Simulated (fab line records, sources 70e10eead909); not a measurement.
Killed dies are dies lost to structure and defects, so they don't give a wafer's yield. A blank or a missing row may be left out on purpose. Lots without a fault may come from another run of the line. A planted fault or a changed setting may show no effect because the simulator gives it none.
A struck lot beside a sound one | flow nand_harc | 14 steps out of a route of 1302
Sound: wafers L271.2, L271.4, L271.5. Struck: wafers L279.1, L279.3, L279.5. The cause comes at the end.
At each step with rows: each side's tool, then ch and its chambers, then its first start. Under that, the readings that differ: sound wafers | struck wafers | difference of the means | sigmas: that difference in standard deviations of wafers without a fault.
alike: readings whose means differ by less than 2 such deviations, and words and numbers that are the same on both sides. not compared: withheld readings, readings that some wafer has no value for, bounds like >300 that may hide the same value, and numbers for which the record gives no deviation and whose values overlap.
The two part at a step that has a row with sigmas, a row that says differs or no value, or rows on one side only. Numbers that don't overlap but have no deviation are shown without sigmas and don't part them. A reading that every wafer of one side lacks parts them only if that side has two wafers or more.

NHARC_P_GATE_CD_MEAS_46: target cd 720 nm.
  sound on cd_sem-03 ch 0, day 8 11:40; struck on cd_sem-02 ch 0, day 11 14:38
  alike: cd_nm
then, 1 step without rows for these wafers: NHARC_P_GATE_HARDBAKE_47 (time 80 s).
NHARC_P_GATE_DESCUM_48: chemistry O2, time 3 s.
  sound on rie_diel-12 ch 0,2,3, day 8 11:51; struck on rie_diel-03 ch 0,1,3, day 11 14:49
  alike: drypump_motor_current_A, oes_product_au, rf_vpp_V, showerhead_plenum_p_Torr, throttle_valve_pct
  not compared: rf_hours_counter_h
then, 1 step without rows for these wafers: NHARC_P_GATE_IMPLANT_49.
NHARC_P_GATE_STRIP_111: strips in N2/H2, time 250 s.
  sound on plasma_asher-01 ch 0,1, day 8 12:12; struck on plasma_asher-01 ch 0,1, day 11 15:10
  alike: drypump_motor_current_A, heater_power_w
  not compared: rf_hours_counter_h
NHARC_P_GATE_STRIP_75: strips in O2.
  sound on plasma_asher-01 ch 0,1, day 8 12:30; struck on plasma_asher-01 ch 0,1, day 11 15:28
  alike: drypump_motor_current_A, heater_power_w
  not compared: rf_hours_counter_h
then, 6 steps without rows for these wafers: NHARC_P_GATE_STRIP_50 (strips in SPM, time 900 s); NHARC_P_GATE_DEHYDRATE_51 (time 120 s); NHARC_P_GATE_HMDS_52 (time 30 s); NHARC_P_GATE_COAT_53; NHARC_P_GATE_SOFTBAKE_54 (time 95 s); NHARC_P_GATE_EBR_55.
NHARC_P_GATE_EXPOSE_56: exposes mask P PSD, target cd 720 nm.
  sound on krf_scanner-01 ch 0, day 8 13:08; struck on krf_scanner-03 ch 0, day 11 16:14
  reading | sound                   | struck                           | difference | sigmas
  mask    | P_PSD#0 P_PSD#0 P_PSD#0 | P_PSD_R1#0 P_PSD_R1#0 P_PSD_R1#0 | differs    |
  alike: exposure_dose_mJ_cm2
then, 1 step without rows for these wafers: NHARC_P_GATE_PEB_57 (peb time 85 s).

WHERE THEY PART
Only at NHARC_P_GATE_EXPOSE_56, within this record.

WHY: what the simulator had put in
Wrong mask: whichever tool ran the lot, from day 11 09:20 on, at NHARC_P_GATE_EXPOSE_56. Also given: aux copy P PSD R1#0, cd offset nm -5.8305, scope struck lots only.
